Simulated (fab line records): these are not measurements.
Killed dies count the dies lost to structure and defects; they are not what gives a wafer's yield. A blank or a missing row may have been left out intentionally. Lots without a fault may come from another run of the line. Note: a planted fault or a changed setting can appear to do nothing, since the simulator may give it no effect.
Struck lot and sound lot, side by side	flow n5 finfet	14 steps out of a route of 1938
Sound: wafers L125.1, L125.3, L125.6. Wafers L133.1, L133.3, L133.4 were the ones struck. Last of all comes the cause.
Order at every step that has rows: each side's tool, ch and its chambers, its first start. Under that, the readings that differ: sound wafers	struck wafers	difference of the means	sigmas: that difference in standard deviations of wafers without a fault.
alike: words and numbers the same on both sides, and readings whose means are apart by under 2 such deviations; not compared: readings that were withheld, readings missing a value for some wafer, numbers with overlapping values and no deviation given by the record, and bounds like >300 which may hide the same value.
Wherever a step has rows on one side only, a row that says differs or no value, or a row with sigmas, the two part there. Numbers that have no deviation but don't overlap get no sigmas and don't part them. A reading that every wafer of one side lacks parts them only if that side has two wafers or more.

N5_BEOL_M6_RS_MEAS_57: measurement is done with a four-point probe.
  sound: film metro-01 at day 9 00:47; struck: film metro-01 at day 11 05:26
  alike: M6_RS
N5_BEOL_M7_ILD_DEP_00: deposits SiCOH lowk from DEMS/porogen, target thk 179.75 nm, time 33.4 s.
  sound on pecvd-03 ch 1,2, day 9 00:50; struck on pecvd-02 ch 0,2, day 11 05:31
  alike: heater power w, showerhead plenum p Torr, throttle valve pct
N5_BEOL_M7_CURE_74: cures SiCOH lowk, time 240 s.
  sound on uv cure-01 ch 1, day 9 00:55; struck on uv cure-01 ch 0, day 11 05:34
  alike: lamp power pct, wafer_temp_C_max
N5_BEOL_M7_THK_MEAS_01:
  sound: film metro-02 at day 9 01:25; struck: film metro-01 at day 11 06:05
  alike: M7_ILD_THK
N5_BEOL_M7_PECVD_70: deposits SiO2 from TEOS/O2, target thk 20 nm, time 22.7 s.
  sound on pecvd-04 ch 0,2, day 9 01:28; struck on pecvd-03 ch 0,1, day 11 06:07
  alike: heater power w, showerhead plenum p Torr, throttle valve pct
N5_BEOL_M7_HM_DEP_02: deposits TiN, target thk 20 nm.
  sound: pvd sputter-01 at day 9 01:41; struck: pvd sputter-03 at day 11 07:53
  alike: chamber pressure pa, throttle valve pct
then, 5 steps without rows for these wafers: N5_BEOL_M7_COAT_59 (time 60 s, resist thk 100 nm); N5_BEOL_M7_COAT_60 (time 60 s, resist thk 35 nm); N5_BEOL_M7_COAT_05 (resist thk 90 nm); N5_BEOL_M7_EBR_07; N5_BEOL_M7_SOFTBAKE_06 (time 60 s).
N5_BEOL_M7_EXPOSE_08: exposes mask M7.
  sound on arfi scanner-03 ch 0, day 9 01:55; struck on arfi scanner-03 ch 0, day 11 08:07
reading	sound	struck	difference	sigmas
model.BEOL_M7.overlay x nm (nm)	-0.2 -0.2 -0.2	0.8 0.8 0.8	+1.0	
  alike: mask
then, 1 step without rows for these wafers: N5_BEOL_M7_PEB_09 (peb time 60 s).
-- record jumps: 4 days separate the struck wafers' starts on either side; left off in module BEOL_M7, taken up again in module PASSIVATION, whose first shown step is the route's number 1936 --
N5_PASSIVATION_PROBE_49:
  sound: prober-02 at day 12 19:43; struck: prober-02 at day 15 02:22
reading	sound	struck	difference	sigmas
defect limited yield (%)	91.0 92.1 91.7	89.3 78.8 90.8	-5.3	-4
killed_at_M0_to_M3	38 33 37	61 184 47	+61	+6
killed dies	106 93 98	126 250 108	+62	+4
sort_bin_5_function (%)	5.6 5.3 4.3	6.9 13.6 6.0	+3.8	+4
sort n pass	1074 1087 1082	1054 930 1072	-62	-4
sort yield pct (%)	91.0 92.1 91.7	89.3 78.8 90.8	-5.3	-4
  alike: killed_at_M4_up, killed at contacts, killed at front end, killed at other, killed open, killed short, sort_bin_6_memory, sort_bin_8_speed

== WHERE THEY PART ==
Only at N5_PASSIVATION_PROBE_49, within this record.

WHY: the cause the simulator had injected
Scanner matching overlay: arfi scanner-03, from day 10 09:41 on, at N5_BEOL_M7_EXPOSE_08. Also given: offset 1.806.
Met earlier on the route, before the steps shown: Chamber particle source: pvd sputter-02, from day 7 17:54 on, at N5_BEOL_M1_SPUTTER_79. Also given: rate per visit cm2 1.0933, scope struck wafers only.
